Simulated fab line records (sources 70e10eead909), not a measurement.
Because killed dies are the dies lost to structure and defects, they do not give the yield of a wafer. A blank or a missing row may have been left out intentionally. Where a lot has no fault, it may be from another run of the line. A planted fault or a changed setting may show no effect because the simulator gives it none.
Which of the tools did it? || flow nand_harc || 11 lots with 33 wafers sampled at 5 steps, on a route of 1302 steps

## WHAT THE GAUGES SHOWED, per wafer
NHARC_END_SORT_01.
{"lot": "L525", "measured": "day 24 04:12", "on": "prober-02", "killed_at_array": "69 64 65"}
{"lot": "L527", "measured": "day 25 21:34", "on": "prober-01", "killed_at_array": "81 82 78"}
{"lot": "L528", "measured": "day 26 07:46", "on": "prober-01", "killed_at_array": "25 20 30"}
{"lot": "L531", "measured": "day 27 13:29", "on": "prober-01", "killed_at_array": "59 68 74"}
{"lot": "L533", "measured": "day 27 13:31", "on": "prober-02", "killed_at_array": "74 74 75"}
{"lot": "L536", "measured": "day 29 14:40", "on": "prober-01", "killed_at_array": "73 52 51"}
{"lot": "L539", "measured": "day 30 06:14", "on": "prober-01", "killed_at_array": "607 78 605"}
{"lot": "L543", "measured": "day 32 00:10", "on": "prober-01", "killed_at_array": "588 83 79"}
{"lot": "L544", "measured": "day 32 17:53", "on": "prober-01", "killed_at_array": "64 66 62"}
{"lot": "L546", "measured": "day 33 21:05", "on": "prober-01", "killed_at_array": "47 51 48"}
{"lot": "L548", "measured": "day 34 04:07", "on": "prober-01", "killed_at_array": "55 50 50"}

## TOOL THAT RAN EACH LOT (tool first, then ch and the chambers of the sampled wafers, then the start)
{"lot": "L525", "NHARC_A_STAIRCASE_DESCUM_219": "rie_diel-07 ch 0,1,3, day 16 08:13", "NHARC_A_STAIRCASE_TRIM_222": "rie_diel-07 ch 2,3, day 16 10:02 or earlier", "NHARC_A_STAIRCASE_TRIM_231": "rie_diel-03 ch 2,3, day 16 10:02", "NHARC_A_STAIRCASE_TRIM_233": "rie_diel-03 ch 0,1, day 24 04:12 or earlier"}
{"lot": "L527", "NHARC_A_STAIRCASE_DESCUM_219": "rie_diel-03 ch 0,2,3, day 17 15:31", "NHARC_A_STAIRCASE_TRIM_222": "rie_diel-03 ch 0,1,3, day 17 17:23 or earlier", "NHARC_A_STAIRCASE_TRIM_231": "rie_diel-07 ch 0,2, day 17 17:23", "NHARC_A_STAIRCASE_TRIM_233": "rie_diel-07 ch 0,1,3, day 25 21:34 or earlier"}
{"lot": "L528", "NHARC_A_STAIRCASE_DESCUM_219": "rie_diel-07 ch 0,1, day 17 22:42", "NHARC_A_STAIRCASE_TRIM_222": "rie_diel-07 ch 0,2,3, day 18 00:07 or earlier", "NHARC_A_STAIRCASE_TRIM_231": "rie_diel-03 ch 0,2,3, day 18 00:07", "NHARC_A_STAIRCASE_TRIM_233": "rie_diel-03 ch 0,1,2, day 26 07:46 or earlier"}
{"lot": "L531", "NHARC_A_STAIRCASE_DESCUM_219": "rie_diel-07 ch 1,3, day 18 17:01", "NHARC_A_STAIRCASE_TRIM_222": "rie_diel-03 ch 0,3, day 18 23:40 or earlier", "NHARC_A_STAIRCASE_TRIM_231": "rie_diel-07 ch 2,3, day 18 23:40", "NHARC_A_STAIRCASE_TRIM_233": "rie_diel-07 ch 0,1, day 27 13:29 or earlier"}
{"lot": "L533", "NHARC_A_STAIRCASE_DESCUM_219": "rie_diel-07 ch 1,2,3, day 19 06:53", "NHARC_A_STAIRCASE_TRIM_222": "rie_diel-07 ch 0,1,3, day 19 08:29 or earlier", "NHARC_A_STAIRCASE_TRIM_231": "rie_diel-10 ch 0,2,3, day 19 08:29", "NHARC_A_STAIRCASE_TRIM_233": "rie_diel-10 ch 0,2,3, day 27 13:31 or earlier"}
{"lot": "L536", "NHARC_A_STAIRCASE_DESCUM_219": "rie_diel-10 ch 0,2,3, day 21 00:23", "NHARC_A_STAIRCASE_TRIM_222": "rie_diel-10 ch 0,3, day 21 01:52 or earlier", "NHARC_A_STAIRCASE_TRIM_231": "rie_diel-10 ch 0,2,3, day 21 01:52", "NHARC_A_STAIRCASE_TRIM_233": "rie_diel-10 ch 0,1,3, day 29 14:40 or earlier"}
{"lot": "L539", "NHARC_A_STAIRCASE_DESCUM_219": "rie_diel-07 ch 1,2,3, day 21 18:16", "NHARC_A_STAIRCASE_TRIM_222": "rie_diel-07 ch 0,2,3, day 21 19:40 or earlier", "NHARC_A_STAIRCASE_TRIM_231": "rie_diel-10 ch 0,2, day 21 19:40", "NHARC_A_STAIRCASE_TRIM_233": "rie_diel-10 ch 0,2,3, day 30 06:14 or earlier"}
{"lot": "L543", "NHARC_A_STAIRCASE_DESCUM_219": "rie_diel-10 ch 0,3, day 23 02:17", "NHARC_A_STAIRCASE_TRIM_222": "rie_diel-10 ch 1,2,3, day 23 03:40 or earlier", "NHARC_A_STAIRCASE_TRIM_231": "rie_diel-10 ch 1,2, day 23 03:40", "NHARC_A_STAIRCASE_TRIM_233": "rie_diel-10 ch 2,3, day 32 00:10 or earlier"}
{"lot": "L544", "NHARC_A_STAIRCASE_DESCUM_219": "rie_diel-07 ch 1,2, day 24 06:50", "NHARC_A_STAIRCASE_TRIM_222": "rie_diel-07 ch 0,1, day 24 08:18 or earlier", "NHARC_A_STAIRCASE_TRIM_231": "rie_diel-07 ch 0,1,2, day 24 08:18", "NHARC_A_STAIRCASE_TRIM_233": "rie_diel-07 ch 1,2, day 32 17:53 or earlier"}
{"lot": "L546", "NHARC_A_STAIRCASE_DESCUM_219": "rie_diel-03 ch 0,3, day 24 19:07", "NHARC_A_STAIRCASE_TRIM_222": "rie_diel-03 ch 0,1,2, day 24 20:40 or earlier", "NHARC_A_STAIRCASE_TRIM_231": "rie_diel-07 ch 1,3, day 24 20:40", "NHARC_A_STAIRCASE_TRIM_233": "rie_diel-07 ch 1,3, day 33 21:05 or earlier"}
{"lot": "L548", "NHARC_A_STAIRCASE_DESCUM_219": "rie_diel-07 ch 1,2,3, day 25 08:43", "NHARC_A_STAIRCASE_TRIM_222": "rie_diel-07 ch 1,3, day 25 10:19 or earlier", "NHARC_A_STAIRCASE_TRIM_231": "rie_diel-07 ch 2,3, day 25 10:19", "NHARC_A_STAIRCASE_TRIM_233": "rie_diel-07 ch 2,3, day 34 04:07 or earlier"}
- NHARC_A_STAIRCASE_DESCUM_219: chemistry O2, time 3 s.
- NHARC_A_STAIRCASE_TRIM_222: chemistry O2, time 211.2 s.
- NHARC_A_STAIRCASE_TRIM_231: chemistry O2, time 211.2 s.
- NHARC_A_STAIRCASE_TRIM_233: chemistry O2, time 211.2 s.

## THE ANSWER, worked out from the rows above alone
Rule: usual is defined by the lots themselves. The widest of any qualifying gaps counts: lots, ordered by their means at a reading, are off when they make up no more than a third of the lots, leave a main group of 4 or more, and stand apart from it by 3 or more times the standard deviation of that group's means. A main group whose means are all the same, to the digits that the tables above print for the reading, isn't used. Also off: a lot with no number at a reading for which 4 or more lots have one. Any other lot the step has rows for is counted as sound.
Off: L539, L543 (NHARC_END_SORT_01, killed_at_array). The main group has a mean of 60 with a standard deviation of 15.
A tool fits if, at a process step before that reading, it ran every lot that is off, and no sound lot after the first of them. Gauges at NHARC_END_SORT_01: tried the same way as those tools. NHARC_A_STAIRCASE_TRIM_222: start missing for some lots; hours and lot order therefore follow NHARC_A_STAIRCASE_TRIM_231. NHARC_A_STAIRCASE_TRIM_233: start missing for some lots; hours and lot order therefore follow NHARC_END_SORT_01. One fits: NHARC_A_STAIRCASE_TRIM_231 and NHARC_A_STAIRCASE_TRIM_233 on rie_diel-10. At NHARC_A_STAIRCASE_TRIM_231 its last sound lot is L536 (day 21 01:52), its first lot that is off L539 (day 21 19:40): a fault that began between those two fits.

## WHAT HAD BEEN PUT IN BY THE SIMULATOR
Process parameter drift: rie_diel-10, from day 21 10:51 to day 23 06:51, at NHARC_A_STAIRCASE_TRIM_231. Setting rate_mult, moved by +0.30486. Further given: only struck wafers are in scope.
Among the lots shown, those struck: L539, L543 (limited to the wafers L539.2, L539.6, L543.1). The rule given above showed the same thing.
